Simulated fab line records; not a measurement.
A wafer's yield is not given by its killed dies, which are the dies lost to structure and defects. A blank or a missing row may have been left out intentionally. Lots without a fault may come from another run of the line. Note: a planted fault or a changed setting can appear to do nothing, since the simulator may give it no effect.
8D (eight disciplines) problem report, filled in by code || flow n5_finfet || the parts of the form that need people (team, actions taken, sign-off) are left out

== 1. WHAT IS WRONG ==
Wafers without a fault read 400.02 C with a standard deviation of 0.23, while susceptor_temp_C at N5_BEOL_M2_PECVD_72 averages 409.03 C across 2 wafers of 1 lot. Measured from the usual mean, that is +39 standard deviations.
The step: deposits SiO2 from TEOS/O2, target thk 16 nm, time 18 s.
Seen first at day 11 03:56 on pecvd-02, wafer L804.1. The record holds 9 wafers of 3 lots with a number at this step. The rule behind "out" and "out of limits": a value lying over 4 standard deviations away from the usual mean. Any other wafer with a number is counted as sound.

== 2. WHAT THIS IS AND IS NOT ==
{"question": "which readings at this step", "is": "susceptor_temp_C", "is not": "chamber_pressure_Torr, heater_power_w, showerhead_plenum_p_Torr, throttle_valve_pct"}
{"question": "which lots", "is": "L804", "is not": "L791, L809"}
{"question": "which wafers of those lots", "is": "L804.1, L804.4", "is not": "L804.5"}
{"question": "read on which tools", "is": "pecvd-02", "is not": "pecvd-04"}
{"question": "when", "is": "from day 11 03:56", "is not": "up to then (4 sound wafers); but 3 sound wafers of L809 came after"}

== 3. THE SUSPECTS, EACH WITH WHAT RULES IT OUT ==
Counting: a tool at a process step up to the reading stays a suspect if it ran every lot that is out. Sound lots after the first of them don't rule it out here, since some wafers of a struck lot are sound.
- pecvd-02 at N5_BEOL_M2_PECVD_72 (deposits SiO2 from TEOS/O2, target thk 16 nm, time 18 s): kept. The lot that is out, L804, ran on it at day 11 03:56; the last sound lot it ran before that was L791, at day 7 23:14. Its own readings are out on those wafers: susceptor_temp_C.
- At N5_BEOL_M2_PECVD_72 on pecvd-02, chamber 2 took the sound wafers of the same lots and chamber 0 took the wafers that are out.
Remaining after the count: pecvd-02 at N5_BEOL_M2_PECVD_72.

== 4. THE CAUSE (what the simulator had put in) ==
pecvd-02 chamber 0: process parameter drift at N5_BEOL_M2_PECVD_72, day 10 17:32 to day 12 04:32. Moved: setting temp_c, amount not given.
After counting, this tool was the only one left.

== 5. THE EFFECT CHAIN, in route order ==
Each row: a reading whose mean over the struck wafers that have a number lies more than 3 standard deviations from the usual. Readings are gone through only where the record gives a usual standard deviation; hours: the median, over the lots, of the time from a lot's start at the first step in this table giving one to that lot's start at this step; sigmas: the change measured in usual standard deviations.
{"hours": 0, "step": "N5_BEOL_M2_PECVD_72", "reading": "susceptor_temp_C", "usual": "400.02 C", "on struck wafers": 409.03, "change": "+9.01", "sigmas": "+39"}
The process steps in it:
- N5_BEOL_M2_PECVD_72: deposits SiO2 from TEOS/O2, target thk 16 nm, time 18 s.
Later steps that measure or inspect, where all struck wafers having a row at the step show a number for every such reading and not one has moved that far: N5_BEOL_M4_RC_MEAS_101.

== 6. WHAT WOULD HAVE CAUGHT IT SOONER ==
10 hours passed between the start of the fault at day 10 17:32 and the first reading out of limits in this record, taken at day 11 03:56.
